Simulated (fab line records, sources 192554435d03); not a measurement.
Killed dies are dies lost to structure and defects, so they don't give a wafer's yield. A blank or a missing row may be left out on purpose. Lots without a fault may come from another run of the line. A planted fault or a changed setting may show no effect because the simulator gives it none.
Chamber matching | flow n5_finfet | N5_BEOL_M1_ILD_DEP_00 on pecvd-01: 3 sister chambers
The step deposits SiOC from DEMS/O2, target thk 79 nm, time 15.3 s. 3 wafers are shown with their chamber, then 10 later ones without.

WAFERS WITH THEIR CHAMBER
wafer  | chamber | throttle_valve_pct (%)
L083.2 | 2       | 12.3
L091.2 | 1       | 13.8
L091.3 | 0       | 11.9

WAFERS WITHOUT THEIR CHAMBER
wafer  | throttle_valve_pct (%)
L091.5 | 13.9
L093.1 | 11.6
L093.5 | 11.7
L093.6 | 14.0
L094.2 | 11.7
L094.4 | 12.1
L094.6 | 11.8
L097.2 | 11.8
L097.3 | 14.0
L097.4 | 14.0

WHICH CHAMBER EACH WENT THROUGH
wafer  | from the rows above     | in truth
L091.5 | 1                       | 1
L093.1 | 0                       | 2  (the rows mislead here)
L093.5 | 0                       | 0
L093.6 | 1                       | 1
L094.2 | 0                       | 0
L094.4 | can't be placed: 0 or 2 | 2
L094.6 | 0                       | 0
L097.2 | 0                       | 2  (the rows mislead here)
L097.3 | 1                       | 1
L097.4 | 1                       | 1
Placed correctly: 7 of 10. Can't be placed from these rows: 1 (the true chamber is among the candidates in 1). Placed wrongly: 2.
How it was worked out, from the rows above alone: a wafer's distance from a chamber is the root of the sum, over the readings, of the square of ((its reading less the chamber's mean) divided by the reading's scatter). The wafer belongs to the nearest chamber; if the next one is less than 2 further off, it can't be placed. A chamber's mean is the mean of its shown wafers. The scatter: with one shown wafer a chamber, the root of the mean of the squares of how far each hidden wafer lies from its nearest shown one.
